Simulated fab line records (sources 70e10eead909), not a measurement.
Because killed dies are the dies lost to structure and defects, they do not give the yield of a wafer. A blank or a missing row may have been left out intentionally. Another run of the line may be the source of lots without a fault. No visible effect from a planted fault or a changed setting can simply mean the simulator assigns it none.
fab line records	flow nand-harc
[record] lots = 24	wafers = 72	last-day = 26
route steps=1159 shown A_CONTACT@860
lots with no fault: from the same line, run without faults
start-h: the number of hours between the record's first day and the start of the first shown wafer of the lot	wait-h: hours from the lot's prior step to this one	" repeats the value in the row above	L1.1+2: one row covering several wafers at once	- either no value or no given start	* or withheld: withheld	< > ~ a bound
route shown NAME@n: NAME is a module with steps in the file, n the number in the route of the first one	usual: mean/standard deviation taken from wafers without a fault	same: alike in all rows	chamber/n: place in a boat	sites: the reading at each site	_std_site: the standard deviation of these	_edge_site: the outer-site mean with the inner-site mean subtracted	radius-mm: how far each site lies from the wafer's centre	mask NAME#n: copy n	behind: the last tool/chamber to shape the wafer	hold: cause of the lot's hold/its duration in hours/its outcome	device: names the non-switching transistor (n, p or np)	end of line: at the end of the route, the tests of the same wafers	where a step has no rows: the recipe by itself	killed: at the first sort, the dies lost to defects and structure; wafer yield is something else	map: a wafer's dies, marking killed ones x, the rest . and places with no die _
set.NAME: the run value of the setting; set.NAME@STEP: its run value at that earlier step	model.NAME: the simulator's own value behind a step, which no gauge read
the route's steps for a sample of lots (tables are steps, rows are wafers)
services: from which hour (start-h, from the record's first day; less than 0 if before it) a tool's chamber was out of use, for how many hours, and why
[[steps]]
[step NHARC_A_CONTACT_ETCH_50]
[recipe] target-depth-a = 847	time-s = 42.4	cf4-flow-sccm = 100	chf3-flow-sccm = 30	ar-flow-sccm = 0	rf-w = 500	bias-w = 200	chemistry = CF4/CHF3
[usual] drypump-motor-current-A = 5.7/0.54	mfc-ar-sccm = 0.008/0.01	oes-product-au = 0.954/0.024	rf-vpp-V = 371.0/2.2	showerhead-plenum-p-Torr = 1.59/0.06	throttle-valve-pct = 16.802/0.0088
lot.wafer	tool	chamber	start-h	wait-h	drypump-motor-current-A	mfc-ar-sccm	oes-product-au	rf-hours-counter-h	rf-vpp-V	showerhead-plenum-p-Torr	throttle-valve-pct
L076.3	rie-diel-13	1	-	-	5.2	0.020	0.957	15	373.2	1.60	16.787
L076.1	"	3	"	"	6.2	0.011	0.976	14	371.4	1.63	16.808
L076.6	"	1	"	"	5.2	0.020	0.960	-	369.9	1.60	16.786
L074.1	rie-diel-07	1	-	-	4.8	0	0.928	53	367.8	1.52	16.811
L074.3	"	0	"	"	6.7	0.011	0.928	53	368.2	1.51	16.803
L074.6	"	1	"	"	4.8	0	0.941	-	366.9	1.52	16.799
L075.3	rie-diel-11	0	-	-	5.8	0.019	0.945	2	370.9	1.59	16.806
L075.4	"	2	"	"	5.5	0	0.976	1	374.2	1.70	16.803
L075.5	"	3	"	"	6.6	0	0.972	-	371.0	1.61	16.799
L078.3	rie-diel-13	2	-	-	6.1	0	0.963	18	369.8	1.50	16.802
L078.1	"	0	"	"	5.5	0.005	0.954	20	370.7	1.57	16.818
L078.5	"	1	"	"	5.2	0.020	0.949	-	370.7	1.60	16.792
L079.3	rie-diel-11	1	-	-	5.5	0	0.945	7	372.6	1.63	16.801
L079.2	"	2	"	"	5.5	0	0.997	6	374.5	1.70	16.814
L079.4	"	0	"	"	5.8	0.019	0.961	7	370.8	1.58	16.793
L077.3	rie-diel-07	1	-	-	4.7	0	0.940	61	368.4	1.52	16.795
L077.5	"	2	"	"	5.9	0.003	0.938	-	372.7	1.64	16.799
L077.6	"	0	"	"	6.7	0.011	0.925	-	368.5	1.51	16.794
L080.1	rie-diel-13	2	-	-	6.0	0	1.002	23	368.3	1.49	16.807
L080.4	"	3	"	"	6.2	0.011	0.974	24	372.7	1.63	16.801
L080.5	"	2	"	"	6.0	0	0.999	-	369.3	1.49	16.806
L082.3	rie-diel-13	1	-	-	5.2	0.020	0.982	26	371.9	1.60	16.796
L082.5	"	3	"	"	6.2	0.011	0.955	-	373.4	1.63	16.802
L082.6	"	0	"	"	5.6	0.005	0.955	-	371.1	1.57	16.799
L084.3	rie-diel-13	0	-	-	5.6	0.005	0.977	27	370.2	1.57	16.801
L084.1	"	2	"	"	6.0	0	0.981	25	366.7	1.49	16.801
L084.6	"	1	"	"	5.2	0.020	0.984	-	368.8	1.60	16.815
L083.1	rie-diel-13	2	-	-	6.0	0	0.977	26	367.1	1.49	16.821
L083.3	"	3	"	"	6.2	0.011	0.954	27	374.2	1.63	16.799
L083.5	"	0	"	"	5.6	0.005	0.976	-	369.3	1.57	16.807
L081.4	rie-diel-07	3	-	-	5.5	0.035	0.966	4	375.0	1.67	16.809
L081.5	"	3	"	"	5.6	0.035	0.969	-	374.4	1.67	16.808
L081.6	"	0	"	"	6.7	0.011	0.959	-	367.8	1.51	16.796
L087.3	rie-diel-11	1	-	-	5.5	0	0.918	28	371.3	1.63	16.805
L087.1	"	3	"	"	6.6	0	0.934	26	371.4	1.60	16.817
L087.5	"	2	"	"	5.5	0	0.940	-	373.8	1.69	16.800
L085.4	rie-diel-07	3	-	-	5.5	0.035	0.976	7	373.4	1.67	16.803
L085.3	"	0	"	"	6.6	0.011	0.969	7	369.0	1.51	16.793
L085.6	"	1	"	"	4.7	0	0.964	-	368.5	1.52	16.813
L086.2	rie-diel-11	0	-	-	5.8	0.019	0.934	29	370.2	1.58	16.788
L086.4	"	2	"	"	5.5	0	0.938	28	375.0	1.69	16.804
L086.3	"	3	"	"	6.6	0	0.938	28	369.8	1.60	16.794
L089.2	rie-diel-07	1	452.87	0.4	4.7	0	0.946	10	368.6	1.52	16.810
L089.1	"	3	"	"	5.5	0.035	0.964	10	373.8	1.67	16.819
L089.5	"	3	"	"	5.5	0.035	0.969	-	375.6	1.67	16.796
L088.1	rie-diel-11	3	-	-	6.6	0	0.935	29	371.5	1.60	16.807
L088.2	"	1	"	"	5.5	0	0.905	31	373.0	1.63	16.817
L088.6	"	3	"	"	6.6	0	0.940	-	370.6	1.60	16.805
L090.1	rie-diel-13	2	-	-	6.1	0	0.956	2	366.9	1.49	16.806
L090.3	"	1	"	"	5.2	0.020	0.966	2	372.4	1.59	16.806
L090.6	"	2	"	"	6.0	0	0.948	-	367.8	1.49	16.800
L091.3	rie-diel-13	3	-	-	6.2	0.011	0.955	2	373.4	1.62	16.811
L091.4	"	1	"	"	5.2	0.020	0.979	3	372.2	1.59	16.781
L091.5	"	2	"	"	6.1	0	0.952	-	369.6	1.49	16.810
L094.1	rie-diel-11	2	-	-	5.5	0	0.944	43	374.0	1.69	16.809
L094.4	"	3	"	"	6.6	0	0.928	43	372.1	1.59	16.802
L094.6	"	2	"	"	5.5	0	0.942	-	375.2	1.69	16.801
L095.2	rie-diel-13	0	-	-	5.6	0.005	0.941	6	371.7	1.57	16.806
L095.1	"	2	"	"	6.0	0	0.961	6	368.2	1.49	16.804
L095.4	"	3	"	"	6.2	0.011	0.960	7	372.5	1.62	16.809
L092.3	rie-diel-07	1	-	-	4.7	0	0.919	29	369.0	1.51	16.822
L092.2	"	0	"	"	6.7	0.011	0.942	27	367.6	1.50	16.799
L092.5	"	1	"	"	4.7	0	0.911	-	367.1	1.51	16.796
L093.4	rie-diel-07	1	-	-	4.7	0	0.915	31	367.4	1.51	16.800
L093.6	"	1	"	"	4.7	0	0.925	-	367.4	1.51	16.801
L093.5	"	2	"	"	5.9	0.003	0.930	-	373.6	1.63	16.827
L096.3	rie-diel-07	0	-	-	6.7	0.011	0.958	32	368.9	1.50	16.807
L096.6	"	3	"	"	5.6	0.035	0.955	-	373.4	1.66	16.817
L096.5	"	0	"	"	6.7	0.011	0.951	-	368.4	1.50	16.786
L097.2	rie-diel-13	3	-	-	6.2	0.011	0.987	11	372.0	1.62	16.801
L097.1	"	0	"	"	5.5	0.005	0.951	9	369.1	1.57	16.812
L097.6	"	3	"	"	6.2	0.011	0.999	-	373.0	1.62	16.796
[step NHARC_A_CONTACT_ETCH_118]
[recipe] source-w = withheld	pressure-mtorr = 20	bias-v = 3000	time-s = 94	target-depth-a = 9220	ar-flow-sccm = withheld	c4f8-flow-sccm = withheld	o2-flow-sccm = withheld	chemistry = C4F8/O2/Ar
[usual] oes-air-line-au = 0.995/0.021
lot.wafer	tool	chamber	start-h	wait-h	oes-air-line-au	rf-hours-counter-h
L076.1	har-cap-etch-03	0	373.83	0.1	0.992	85
L076.3	"	0	"	"	0.946	-
L076.6	"	1	"	"	0.987	-
L074.1	har-cap-etch-02	0	375.74	0.1	1.006	8
L074.3	"	0	"	"	1.019	-
L074.6	"	0	"	"	1.042	-
L075.3	har-cap-etch-03	1	379.98	0.1	0.979	-
L075.4	"	0	"	"	0.954	-
L075.5	"	1	"	"	0.980	-
L078.1	har-cap-etch-03	0	387.75	0.1	0.983	89
L078.3	"	0	"	"	0.946	-
L078.5	"	0	"	"	1.002	-
L079.2	har-cap-etch-02	0	390.79	0.1	1.001	12
L079.3	"	0	"	"	1.003	-
L079.4	"	1	"	"	1.000	-
L077.3	har-cap-etch-03	0	392.43	0.1	0.969	-
L077.6	"	1	"	"	0.999	-
L077.5	"	0	"	"	0.974	-
L080.1	har-cap-etch-03	1	419.29	0.1	0.987	94
L080.4	"	0	"	"	0.981	-
L080.5	"	1	"	"	1.003	-
L082.3	har-cap-etch-02	1	420.76	0.1	0.982	-
L082.6	"	1	"	"	0.999	-
L082.5	"	0	"	"	0.976	-
L084.1	har-cap-etch-03	1	428.65	0.1	0.985	95
L084.3	"	0	"	"	0.973	-
L084.6	"	1	"	"	1.017	-
L083.1	har-cap-etch-01	0	430.35	0.1	0.961	65
L083.3	"	0	"	"	0.990	-
L083.5	"	1	"	"	0.990	-
L081.4	har-cap-etch-03	1	432.56	0.1	0.993	-
L081.6	"	0	"	"	1.002	-
L081.5	"	1	"	"	0.999	-
L087.1	har-cap-etch-03	1	443.45	0.1	0.994	99
L087.3	"	1	"	"	0.992	-
L087.5	"	1	"	"	1.026	-
L085.4	har-cap-etch-02	0	443.77	0.1	0.954	-
L085.3	"	1	"	"	1.036	-
L085.6	"	0	"	"	0.973	-
L086.2	har-cap-etch-02	0	448.56	0.1	0.996	22
L086.3	"	1	"	"	0.994	-
L086.4	"	0	"	"	0.979	-
L088.1	har-cap-etch-02	1	454.43	0.1	0.988	23
L088.2	"	0	"	"	1.003	23
L088.6	"	0	"	"	0.988	-
L089.1	har-cap-etch-01	0	454.52	0.1	0.998	71
L089.2	"	1	"	"	1.056	71
L089.5	"	0	"	"	1.000	-
L090.1	har-cap-etch-03	1	470.95	0.1	0.995	104
L090.3	"	1	"	"	1.010	-
L090.6	"	1	"	"	0.999	-
L091.4	har-cap-etch-02	1	472.66	0.1	0.971	-
L091.3	"	0	"	"	0.986	-
L091.5	"	1	"	"	0.986	-
L094.1	har-cap-etch-02	0	481.83	0.1	1.017	28
L094.4	"	0	"	"	0.978	-
L094.6	"	0	"	"	0.982	-
L095.2	har-cap-etch-01	1	495.79	0.1	1.003	77
L095.1	"	0	"	"	1.013	77
L095.4	"	1	"	"	1.018	-
L092.2	har-cap-etch-03	1	499.94	0.1	1.010	107
L092.3	"	0	"	"	1.007	-
L092.5	"	1	"	"	0.979	-
L093.4	har-cap-etch-03	0	506.00	0.1	1.016	-
L093.5	"	1	"	"	0.988	-
L093.6	"	0	"	"	0.999	-
L096.3	har-cap-etch-01	0	515.71	0.1	1.004	-
L096.6	"	0	"	"	1.004	-
L096.5	"	1	"	"	0.974	-
L097.1	har-cap-etch-01	1	521.95	0.1	1.026	81
L097.2	"	0	"	"	0.974	81
L097.6	"	1	"	"	1.015	-
[step NHARC_A_CONTACT_ETCH_102]
[recipe] target-depth-a = 700	overetch-a = 70	time-s = 38.5	ion-energy-ev = 100	cf4-flow-sccm = 80	o2-flow-sccm = 20	ar-flow-sccm = 0	rf-w = 300	bias-w = 100	chemistry = CF4/O2
[usual] drypump-motor-current-A = 5.8/0.48	mfc-ar-sccm = 0.009/0.0094	oes-product-au = 1.008/0.013	rf-vpp-V = 198.0/1.4	showerhead-plenum-p-Torr = 1.35/0.05	throttle-valve-pct = 13.397/0.009
lot.wafer	tool	chamber	start-h	wait-h	drypump-motor-current-A	mfc-ar-sccm	oes-product-au	rf-hours-counter-h	rf-vpp-V	showerhead-plenum-p-Torr	throttle-valve-pct
L076.1	rie-diel-07	0	375.80	0.1	6.7	0.011	1.011	54	196.9	1.28	13.386
L076.3	"	1	"	"	4.7	0	1.005	55	195.9	1.29	13.398
L076.6	"	1	"	"	4.7	0	1.014	-	196.8	1.29	13.404
L074.3	rie-diel-13	0	377.67	0.1	5.5	0.005	1.001	17	198.1	1.34	13.395
L074.1	"	1	"	"	5.2	0.020	1.012	17	199.1	1.36	13.408
L074.6	"	2	"	"	6.0	0	1.019	-	197.2	1.27	13.398
L075.3	rie-diel-11	0	381.65	0.1	5.8	0.019	1.010	4	198.6	1.34	13.402
L075.4	"	2	"	"	5.5	0	1.010	3	200.9	1.45	13.390
L075.5	"	1	"	"	5.5	0	0.977	-	197.4	1.39	13.395
L078.3	rie-diel-13	1	389.35	0.1	5.2	0.020	1.022	21	199.8	1.36	13.391
L078.1	"	2	"	"	6.0	0	1.027	19	196.7	1.27	13.405
L078.5	"	1	"	"	5.2	0.020	1.017	-	198.4	1.36	13.391
L079.2	rie-diel-13	2	392.38	0.0	6.0	0	1.022	19	196.4	1.27	13.398
L079.4	"	0	"	"	5.5	0.005	1.003	22	196.7	1.33	13.397
L079.3	"	1	"	"	5.2	0.020	1.025	21	199.7	1.36	13.391
L077.3	rie-diel-13	0	393.98	0.1	5.5	0.005	0.999	22	199.6	1.33	13.414
L077.5	"	0	"	"	5.6	0.005	0.980	-	197.5	1.33	13.409
L077.6	"	1	"	"	5.2	0.020	1.016	-	197.4	1.36	13.411
L080.1	rie-diel-13	3	420.92	0.1	6.2	0.011	0.999	25	198.6	1.38	13.403
L080.4	"	1	"	"	5.2	0.020	1.014	27	197.4	1.35	13.387
L080.5	"	3	"	"	6.2	0.011	0.997	-	199.4	1.38	13.398
L082.3	rie-diel-13	3	422.31	0.1	6.2	0.011	0.999	25	199.2	1.38	13.381
L082.6	"	0	"	"	5.6	0.005	0.998	-	198.8	1.33	13.402
L082.5	"	1	"	"	5.2	0.020	1.024	-	199.0	1.35	13.404
L084.1	rie-diel-13	0	430.21	0.0	5.6	0.005	0.998	29	196.7	1.33	13.401
L084.3	"	1	"	"	5.2	0.020	1.023	29	196.8	1.35	13.394
L084.6	"	1	"	"	5.2	0.020	1.018	-	198.7	1.35	13.401
L083.3	rie-diel-07	3	432.01	0.1	5.5	0.035	1.015	5	199.0	1.42	13.409
L083.1	"	2	"	"	6.0	0.003	1.003	5	199.0	1.39	13.393
L083.5	"	0	"	"	6.7	0.011	1.013	-	197.0	1.28	13.391
L081.4	rie-diel-11	0	434.18	0.1	5.8	0.019	1.004	26	198.6	1.34	13.374
L081.5	"	3	"	"	6.6	0	1.007	-	199.4	1.36	13.393
L081.6	"	0	"	"	5.8	0.019	1.010	-	197.7	1.34	13.420
L087.1	rie-diel-11	0	445.01	0.0	5.8	0.019	1.017	29	197.9	1.34	13.400
L087.3	"	2	"	"	5.5	0	1.016	28	200.3	1.44	13.387
L087.5	"	1	"	"	5.5	0	0.971	-	199.2	1.38	13.409
L085.3	rie-diel-11	1	445.59	0.1	5.5	0	0.984	29	199.4	1.38	13.383
L085.4	"	3	"	"	6.6	0	1.015	27	198.6	1.36	13.407
L085.6	"	1	"	"	5.5	0	0.975	-	198.3	1.38	13.404
L086.4	rie-diel-11	2	450.17	0.1	5.5	0	1.028	29	199.1	1.44	13.407
L086.3	"	3	"	"	6.6	0	1.020	29	199.6	1.36	13.383
L086.2	"	0	"	"	5.8	0.019	1.014	31	198.0	1.34	13.390
L088.1	rie-diel-07	1	456.22	0.2	4.7	0	0.987	11	196.6	1.29	13.404
L088.2	"	0	"	"	6.7	0.011	1.010	10	197.0	1.28	13.400
L088.6	"	3	"	"	5.6	0.035	1.016	-	199.0	1.42	13.397
L089.2	rie-diel-11	3	456.32	0.2	6.6	0	1.025	30	199.4	1.36	13.404
L089.1	"	0	"	"	5.8	0.019	1.007	32	198.8	1.34	13.391
L089.5	"	3	"	"	6.6	0	1.019	-	198.4	1.36	13.408
L090.1	rie-diel-13	3	472.51	0.1	6.2	0.011	1.002	3	199.1	1.38	13.423
L090.3	"	1	"	"	5.2	0.020	1.015	3	198.6	1.35	13.393
L090.6	"	3	"	"	6.2	0.011	0.999	-	199.0	1.38	13.407
L091.4	rie-diel-13	2	474.21	0.1	6.0	0	1.020	3	198.1	1.26	13.414
L091.3	"	3	"	"	6.2	0.011	1.021	3	198.5	1.38	13.388
L091.5	"	2	"	"	6.0	0	1.016	-	195.8	1.26	13.402
L094.4	rie-diel-11	2	483.44	0.1	5.5	0	1.018	44	198.2	1.44	13.389
L094.1	"	0	"	"	5.8	0.019	1.005	46	198.0	1.34	13.389
L094.6	"	3	"	"	6.6	0	1.014	-	197.3	1.35	13.384
L095.1	rie-diel-13	2	497.35	0.1	6.0	0	1.020	7	195.6	1.26	13.387
L095.4	"	0	"	"	5.5	0.005	0.988	7	198.9	1.33	13.399
L095.2	"	1	"	"	5.2	0.020	1.013	7	197.7	1.35	13.409
L092.2	rie-diel-13	1	501.52	0.0	5.3	0.020	1.022	7	198.7	1.35	13.393
L092.3	"	2	"	"	6.0	0	1.018	7	196.0	1.26	13.394
L092.5	"	1	"	"	5.2	0.020	1.018	-	198.9	1.35	13.409
L093.4	rie-diel-13	0	507.54	0.1	5.6	0.005	0.979	8	198.4	1.33	13.397
L093.5	"	1	"	"	5.2	0.020	1.014	-	199.3	1.35	13.410
L093.6	"	2	"	"	6.0	0	1.023	-	193.8	1.26	13.408
L096.3	rie-diel-07	2	517.74	0.1	5.9	0.003	1.005	21	200.3	1.38	13.401
L096.5	"	3	"	"	5.6	0.035	1.023	-	199.8	1.41	13.395
L096.6	"	0	"	"	6.6	0.011	1.016	-	196.3	1.27	13.381
L097.2	rie-diel-13	1	523.52	0.1	5.2	0.020	1.019	12	197.0	1.35	13.395
L097.1	"	2	"	"	6.0	0	1.016	11	195.9	1.26	13.401
L097.6	"	1	"	"	5.2	0.020	1.005	-	197.2	1.35	13.398
[step NHARC_A_CONTACT_ETCH_127]
[recipe] source-w = withheld	pressure-mtorr = 20	bias-v = 1200	time-s = 155	target-depth-a = 9560	ar-flow-sccm = withheld	c4f8-flow-sccm = withheld	o2-flow-sccm = withheld	chemistry = C4F8/O2/Ar
[usual] oes-air-line-au = 1.000/0.02
lot.wafer	tool	chamber	start-h	wait-h	oes-air-line-au	rf-hours-counter-h
L076.1	har-cap-etch-01	0	380.80	0.1	1.018	56
L076.3	"	0	"	"	1.012	-
L076.6	"	0	"	"	1.018	-
L074.1	har-cap-etch-03	0	382.68	0.1	1.005	88
L074.3	"	1	"	"	1.025	-
L074.6	"	1	"	"	1.029	-
L075.4	har-cap-etch-01	0	387.46	0.1	1.016	-
L075.3	"	1	"	"	1.023	-
L075.5	"	0	"	"	0.992	-
L078.1	har-cap-etch-01	0	394.52	0.1	0.980	60
L078.3	"	0	"	"	0.952	-
L078.5	"	0	"	"	1.004	-
L079.2	har-cap-etch-02	0	398.79	0.1	1.001	14
L079.4	"	1	"	"	1.037	-
L079.3	"	0	"	"	1.035	-
L077.3	har-cap-etch-01	0	400.29	0.1	0.988	-
L077.6	"	0	"	"	0.982	-
L077.5	"	1	"	"	1.020	-
L080.1	har-cap-etch-01	0	425.87	0.1	0.967	63
L080.4	"	1	"	"	1.001	-
L080.5	"	1	"	"	0.996	-
L082.3	har-cap-etch-02	0	428.84	0.1	1.028	-
L082.6	"	1	"	"	0.991	-
L082.5	"	0	"	"	0.988	-
L084.1	har-cap-etch-03	1	436.03	0.1	0.961	97
L084.3	"	0	"	"	0.986	-
L084.6	"	0	"	"	0.991	-
L083.1	har-cap-etch-02	1	437.20	0.1	1.012	19
L083.3	"	1	"	"	0.967	-
L083.5	"	0	"	"	0.975	-
L081.4	har-cap-etch-01	0	439.02	0.1	1.014	-
L081.6	"	1	"	"	0.998	-
L081.5	"	0	"	"	1.011	-
L087.1	har-cap-etch-01	0	450.55	0.2	0.993	69
L087.3	"	0	"	"	1.036	-
L087.5	"	0	"	"	1.012	-
L085.3	har-cap-etch-03	0	452.02	0.1	1.003	-
L085.4	"	1	"	"	1.006	-
L085.6	"	0	"	"	0.993	-
L086.2	har-cap-etch-03	0	457.99	0.1	1.003	102
L086.4	"	1	"	"	1.007	-
L086.3	"	0	"	"	1.011	-
L089.2	har-cap-etch-02	1	462.30	0.1	0.981	25
L089.1	"	0	"	"	0.986	25
L089.5	"	0	"	"	1.012	-
L088.2	har-cap-etch-01	0	463.02	0.1	0.999	72
L088.1	"	1	"	"	0.984	72
L088.6	"	1	"	"	0.985	-
L090.1	har-cap-etch-01	1	478.73	0.2	1.004	74
L090.3	"	0	"	"	1.013	-
L090.6	"	1	"	"	0.994	-
L091.4	har-cap-etch-03	0	480.35	0.1	0.989	-
L091.3	"	1	"	"	1.012	-
L091.5	"	0	"	"	0.982	-
L094.1	har-cap-etch-02	0	494.40	0.1	1.020	29
L094.4	"	0	"	"	0.992	-
L094.6	"	1	"	"	0.986	-
L095.2	har-cap-etch-01	0	503.74	0.1	0.986	78
L095.1	"	1	"	"	1.068	78
L095.4	"	1	"	"	1.021	-
L092.2	har-cap-etch-02	0	506.47	0.1	1.030	31
L092.3	"	1	"	"	0.992	-
L092.5	"	1	"	"	0.997	-
L093.4	har-cap-etch-03	0	514.19	0.1	0.998	-
L093.6	"	0	"	"	0.998	-
L093.5	"	1	"	"	0.966	-
L096.3	har-cap-etch-02	0	522.80	0.1	1.004	-
L096.5	"	0	"	"	0.993	-
L096.6	"	1	"	"	1.005	-
L097.1	har-cap-etch-01	0	528.41	0.1	0.977	82
L097.2	"	1	"	"	0.997	82
L097.6	"	0	"	"	1.010	-
[step NHARC_A_CONTACT_ETCH_128]
[recipe] source-w = withheld	pressure-mtorr = 20	bias-v = 1200	time-s = 155	target-depth-a = 9560	ar-flow-sccm = withheld	c4f8-flow-sccm = withheld	o2-flow-sccm = withheld	chemistry = C4F8/O2/Ar
[usual] oes-air-line-au = 1.000/0.02
lot.wafer	tool	chamber	start-h	wait-h	oes-air-line-au	rf-hours-counter-h
L076.1	har-cap-etch-01	0	380.94	0.1	0.986	56
L076.3	"	0	"	"	1.022	-
L076.6	"	0	"	"	0.994	-
L074.1	har-cap-etch-03	0	382.82	0.1	1.030	88
L074.3	"	1	"	"	0.974	-
L074.6	"	1	"	"	0.976	-
L075.4	har-cap-etch-01	0	387.61	0.1	0.997	-
L075.3	"	1	"	"	0.996	-
L075.5	"	0	"	"	0.978	-
L078.1	har-cap-etch-01	0	394.66	0.1	0.990	60
L078.3	"	0	"	"	0.997	-
L078.5	"	0	"	"	0.980	-
L079.2	har-cap-etch-02	0	398.93	0.1	0.993	14
L079.4	"	1	"	"	1.005	-
L079.3	"	0	"	"	1.002	-
L077.3	har-cap-etch-01	0	400.44	0.1	0.997	-
L077.6	"	0	"	"	1.017	-
L077.5	"	1	"	"	0.993	-
L080.1	har-cap-etch-01	0	426.01	0.1	1.003	63
L080.4	"	1	"	"	0.990	-
L080.5	"	1	"	"	0.966	-
L082.3	har-cap-etch-02	0	428.98	0.1	1.019	-
L082.6	"	1	"	"	0.976	-
L082.5	"	0	"	"	0.995	-
L084.1	har-cap-etch-03	1	436.17	0.1	1.003	97
L084.3	"	0	"	"	1.003	-
L084.6	"	0	"	"	1.015	-
L083.1	har-cap-etch-02	1	437.34	0.1	1.020	19
L083.3	"	1	"	"	1.018	-
L083.5	"	0	"	"	0.983	-
L081.4	har-cap-etch-01	0	439.17	0.1	0.988	-
L081.6	"	1	"	"	0.987	-
L081.5	"	0	"	"	0.994	-
L087.1	har-cap-etch-01	0	450.74	0.2	1.004	69
L087.3	"	0	"	"	1.001	-
L087.5	"	0	"	"	1.030	-
L085.3	har-cap-etch-03	0	452.16	0.1	1.007	-
L085.4	"	1	"	"	1.005	-
L085.6	"	0	"	"	1.025	-
L086.2	har-cap-etch-03	0	458.13	0.1	0.984	102
L086.4	"	1	"	"	1.032	-
L086.3	"	0	"	"	0.978	-
L089.2	har-cap-etch-02	1	462.44	0.1	0.999	25
L089.1	"	0	"	"	1.017	25
L089.5	"	0	"	"	1.017	-
L088.2	har-cap-etch-01	0	463.16	0.1	0.971	72
L088.1	"	1	"	"	1.012	72
L088.6	"	1	"	"	1.000	-
L090.1	har-cap-etch-01	1	478.87	0.1	0.992	74
L090.3	"	0	"	"	1.009	-
L090.6	"	1	"	"	1.001	-
L091.4	har-cap-etch-03	0	480.49	0.1	0.992	-
L091.3	"	1	"	"	0.995	-
L091.5	"	0	"	"	0.985	-
L094.1	har-cap-etch-02	0	494.54	0.1	1.009	30
L094.4	"	0	"	"	0.988	-
L094.6	"	1	"	"	0.983	-
L095.2	har-cap-etch-01	0	503.88	0.1	1.022	78
L095.1	"	1	"	"	1.010	78
L095.4	"	1	"	"	0.963	-
L092.2	har-cap-etch-02	0	506.61	0.1	1.018	32
L092.3	"	1	"	"	0.990	-
L092.5	"	1	"	"	0.990	-
L093.4	har-cap-etch-03	0	514.33	0.1	0.997	-
L093.6	"	0	"	"	0.974	-
L093.5	"	1	"	"	1.007	-
L096.3	har-cap-etch-02	0	522.94	0.1	0.993	-
L096.5	"	0	"	"	1.027	-
L096.6	"	1	"	"	1.003	-
L097.1	har-cap-etch-01	0	528.55	0.1	0.980	82
L097.2	"	1	"	"	0.983	82
L097.6	"	0	"	"	1.008	-
[step NHARC_A_CONTACT_ETCH_132]
[recipe] source-w = withheld	pressure-mtorr = 20	bias-v = 1200	time-s = 156	target-depth-a = 9580	ar-flow-sccm = withheld	c4f8-flow-sccm = withheld	o2-flow-sccm = withheld	chemistry = C4F8/O2/Ar
[usual] oes-air-line-au = 1.004/0.022
lot.wafer	tool	chamber	start-h	wait-h	oes-air-line-au	rf-hours-counter-h
L076.1	har-cap-etch-01	0	381.51	0.1	0.994	57
L076.3	"	0	"	"	1.015	-
L076.6	"	0	"	"	0.948	-
L074.1	har-cap-etch-03	0	383.39	0.1	0.987	88
L074.3	"	1	"	"	1.001	-
L074.6	"	1	"	"	0.981	-
L075.4	har-cap-etch-01	0	388.17	0.1	1.007	-
L075.3	"	1	"	"	1.012	-
L075.5	"	0	"	"	1.035	-
L078.1	har-cap-etch-01	0	395.22	0.1	0.985	60
L078.3	"	0	"	"	0.982	-
L078.5	"	0	"	"	0.976	-
L079.2	har-cap-etch-02	0	399.51	0.1	1.026	15
L079.4	"	1	"	"	1.005	-
L079.3	"	0	"	"	1.010	-
L077.3	har-cap-etch-01	0	401.00	0.1	0.993	-
L077.6	"	0	"	"	1.004	-
L077.5	"	1	"	"	0.987	-
L080.1	har-cap-etch-01	0	426.58	0.1	1.045	64
L080.4	"	1	"	"	1.008	-
L080.5	"	1	"	"	0.975	-
L082.3	har-cap-etch-02	0	429.55	0.1	0.977	-
L082.6	"	1	"	"	0.962	-
L082.5	"	0	"	"	0.963	-
L084.1	har-cap-etch-03	1	436.73	0.1	0.984	98
L084.3	"	0	"	"	1.009	-
L084.6	"	0	"	"	1.006	-
L083.1	har-cap-etch-02	1	437.91	0.1	1.041	20
L083.3	"	1	"	"	1.025	-
L083.5	"	0	"	"	1.069	-
L081.4	har-cap-etch-01	0	439.73	0.1	1.001	-
L081.6	"	1	"	"	1.000	-
L081.5	"	0	"	"	1.031	-
L087.1	har-cap-etch-01	0	451.34	0.1	0.991	70
L087.3	"	0	"	"	0.971	-
L087.5	"	0	"	"	1.002	-
L085.3	har-cap-etch-03	0	452.72	0.1	0.989	-
L085.4	"	1	"	"	0.975	-
L085.6	"	0	"	"	0.992	-
L086.2	har-cap-etch-03	0	458.70	0.1	1.001	102
L086.4	"	1	"	"	1.028	-
L086.3	"	0	"	"	0.982	-
L089.2	har-cap-etch-02	1	463.01	0.1	1.004	26
L089.1	"	0	"	"	0.995	26
L089.5	"	0	"	"	1.015	-
L088.2	har-cap-etch-01	0	463.73	0.1	1.010	73
L088.1	"	1	"	"	0.963	73
L088.6	"	1	"	"	1.009	-
L090.1	har-cap-etch-01	1	479.43	0.1	0.987	75
L090.3	"	0	"	"	1.016	-
L090.6	"	1	"	"	1.013	-
L091.4	har-cap-etch-03	0	481.05	0.1	1.023	-
L091.3	"	1	"	"	1.003	-
L091.5	"	0	"	"	1.018	-
L094.1	har-cap-etch-02	0	495.11	0.1	1.017	30
L094.4	"	0	"	"	1.008	-
L094.6	"	1	"	"	1.009	-
L095.2	har-cap-etch-01	0	504.45	0.1	1.036	78
L095.1	"	1	"	"	1.000	78
L095.4	"	1	"	"	1.006	-
L092.2	har-cap-etch-02	0	507.18	0.1	0.996	32
L092.3	"	1	"	"	0.985	-
L092.5	"	1	"	"	0.992	-
L093.4	har-cap-etch-03	0	514.90	0.1	0.993	-
L093.6	"	0	"	"	1.004	-
L093.5	"	1	"	"	1.026	-
L096.3	har-cap-etch-02	0	523.51	0.1	0.988	-
L096.5	"	0	"	"	0.995	-
L096.6	"	1	"	"	1.007	-
L097.1	har-cap-etch-01	0	529.11	0.1	0.997	83
L097.2	"	1	"	"	1.006	83
L097.6	"	0	"	"	0.979	-
[[services]]
tool	chamber	start-h	hours	kind
rie-diel-13	2	353.43	10.8	repair
rie-diel-11	0	353.65	4.1	repair
rie-diel-13	0	358.51	-	clean
rie-diel-13	1	358.51	-	clean
rie-diel-13	3	358.51	-	clean
rie-diel-13	3	363.34	4.3	repair
rie-diel-11	-	366.67	9.0	pm
rie-diel-07	3	371.03	30.2	repair
rie-diel-13	0	383.04	-	clean
rie-diel-13	1	383.04	-	clean
rie-diel-13	2	383.04	-	clean
rie-diel-13	3	383.04	-	clean
rie-diel-07	-	405.26	9.0	pm
rie-diel-13	0	407.59	-	clean
rie-diel-13	1	407.59	-	clean
rie-diel-13	2	407.59	-	clean
rie-diel-13	3	407.59	-	clean
har-cap-etch-01	-	411.28	0.1	repair
rie-diel-13	0	432.09	-	clean
rie-diel-13	1	432.09	-	clean
rie-diel-07	2	443.45	30.7	repair
rie-diel-07	0	448.96	4.0	repair
rie-diel-13	-	453.00	9.0	pm
rie-diel-13	0	516.32	3.3	repair
[[key]]
fault none
